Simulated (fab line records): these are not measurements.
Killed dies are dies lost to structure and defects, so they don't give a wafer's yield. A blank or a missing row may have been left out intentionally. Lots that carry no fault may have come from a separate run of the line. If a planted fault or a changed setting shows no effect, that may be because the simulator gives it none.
Split-lot experiment | flow n5 finfet | on a route of 1938 steps: 7 lots, 21 wafers read

ON THE SPLIT
At N5_MOL_CONTACT_COAG_COAT_76 (time 60 s, resist thk 10 nm), the setting spin rpm was moved away from the recipe's 1500 rpm on 9 of the 21 wafers read, by -8.5% to +7.7%. All remaining wafers had this setting at the recipe value.

FROM THE SPLIT TO THE READING: what the file shows between them, 6 steps
- N5_MOL_CONTACT_COAG_EXPOSE_81: exposes mask VG, defocus 0 nm (also split here: dose mj)
- N5_MOL_CONTACT_COAG_PEB_82: peb time 60 s
- N5_MOL_CONTACT_COAG_DEVELOP_83: develop time 30 s
- N5_MOL_CONTACT_COAG_CD_MEAS_84: target cd 25.1 nm
- N5_MOL_CONTACT_COAG_DESCUM_88: chemistry O2, time 7 s
- N5_MOL_CONTACT_COAG_ETCH_89: etches underlayer in N2/H2, target depth 13 nm, time 10.4 s

THE READING
etch.depth nm (the simulator's own value, which no gauge read), in nm, at N5_MOL_CONTACT_COAG_ETCH_90 (etches SiARC in CF4, target depth 13 nm, time 21.7 s). The file does not state a usual value for it. Across the 12 wafers here that went through the recipe, the average is 9.983 nm and the standard deviation 0.02 nm.

wafer  | tool, chamber at the split | spin rpm as run, rpm | against the recipe | etch.depth nm, nm | against lot-mates on the recipe
L076.2 | litho track-04, 0          | 1500                 | recipe             | 9.996             | -
L076.5 | litho track-04, 0          | 1500                 | recipe             | 9.965             | -
L076.6 | litho track-04, 0          | 1500                 | recipe             | 10.01             | -
L077.1 | litho track-04, 0          | 1500                 | recipe             | 9.984             | -
L077.2 | litho track-04, 0          | 1436                 | -4.3%              | 10.23             | +0.246
L077.4 | litho track-04, 0          | 1436                 | -4.3%              | 10.18             | +0.196
L082.1 | litho track-05, 0          | 1402                 | -6.5%              | 10.37             | +0.350
L082.4 | litho track-05, 0          | 1402                 | -6.5%              | 10.34             | +0.320
L082.5 | litho track-05, 0          | 1500                 | recipe             | 10.02             | -
L083.2 | litho track-04, 0          | 1373                 | -8.5%              | 10.42             | +0.441
L083.3 | litho track-04, 0          | 1500                 | recipe             | 9.993             | -
L083.5 | litho track-04, 0          | 1500                 | recipe             | 9.964             | -
L090.1 | litho track-04, 0          | 1615                 | +7.7%              | 9.642             | -0.340
L090.2 | litho track-04, 0          | 1615                 | +7.7%              | 9.643             | -0.339
L090.5 | litho track-04, 0          | 1500                 | recipe             | 9.982             | -
L094.3 | litho track-05, 0          | 1436                 | -4.3%              | 10.16             | +0.168
L094.4 | litho track-05, 0          | 1436                 | -4.3%              | 10.23             | +0.238
L094.6 | litho track-05, 0          | 1500                 | recipe             | 9.992             | -
L096.1 | litho track-01, 0          | 1500                 | recipe             | 9.962             | -
L096.2 | litho track-01, 0          | 1500                 | recipe             | 9.977             | -
L096.5 | litho track-01, 0          | 1500                 | recipe             | 9.948             | -

FIT RESULTS
A straight line over all 21 wafers: etch.depth nm changes by -0.0497 nm for each +1% of spin rpm; r = -0.99; the points scatter about the line by 0.028 nm.
The same after taking each lot's own level away (the mean of its wafers on the recipe; 21 wafers): -0.0483 nm for each +1%; r = -0.99; scatter 0.022 nm.
The reading moves by 0.41 nm for the largest change in spin rpm, on that fit.
The lots' own levels span 9.9623 to 10.0200 nm, that is 2.9 times the standard deviation above.
So the lot-to-lot level changes the slope little: the two slopes agree.
Check: +0.409 nm against its lot-mates is what the line predicts for one of the wafers moved furthest among these (-8.5%) when that wafer is left out of the fit. Against them it came out at +0.441 nm.

THESE WAFERS: OTHER SPLITS
Before the reading, these wafers also passed through other splits. Each is held against what the fit with the lots' levels taken away leaves over:
other split on the same wafers        | wafers away from the commonest value | r with etch.depth nm (lot level and that fit taken away)
N5_GATE_CUT_EXPOSE_10 dose mj         | 6                                    | -0.26
N5_GATE_CUT_ALD_22 ald cycles         | 4                                    | -0.07
N5_MOL_CONTACT_COAG_COAT_02 spin rpm  | 9                                    | -0.24
N5_MOL_CONTACT_COAG_EXPOSE_81 dose mj | 12                                   | +0.20

THE WHOLE CHAIN: every reading that the file lists as answering this split, in the file's order
step                        | what it does                                         | reading                                                                                   | change (the file's fit)                | r (the file's)
N5_MOL_CONTACT_COAG_COAT_76 | time 60 s, resist thk 10 nm                          | SiARC_of_MOL_CONTACT_COAG_COAT_76.thk nm (the simulator's own value, which no gauge read) | -0.0514 nm for each +1% of the setting | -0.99
N5_MOL_CONTACT_COAG_ETCH_90 | etches SiARC in CF4, target depth 13 nm, time 21.7 s | etch.depth nm (the simulator's own value, which no gauge read)                            | -0.0494 nm for each +1% of the setting | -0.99

THE FILE'S OWN FIT
etch.depth nm changes by -0.0494 nm for each +1% of spin rpm, r = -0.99.
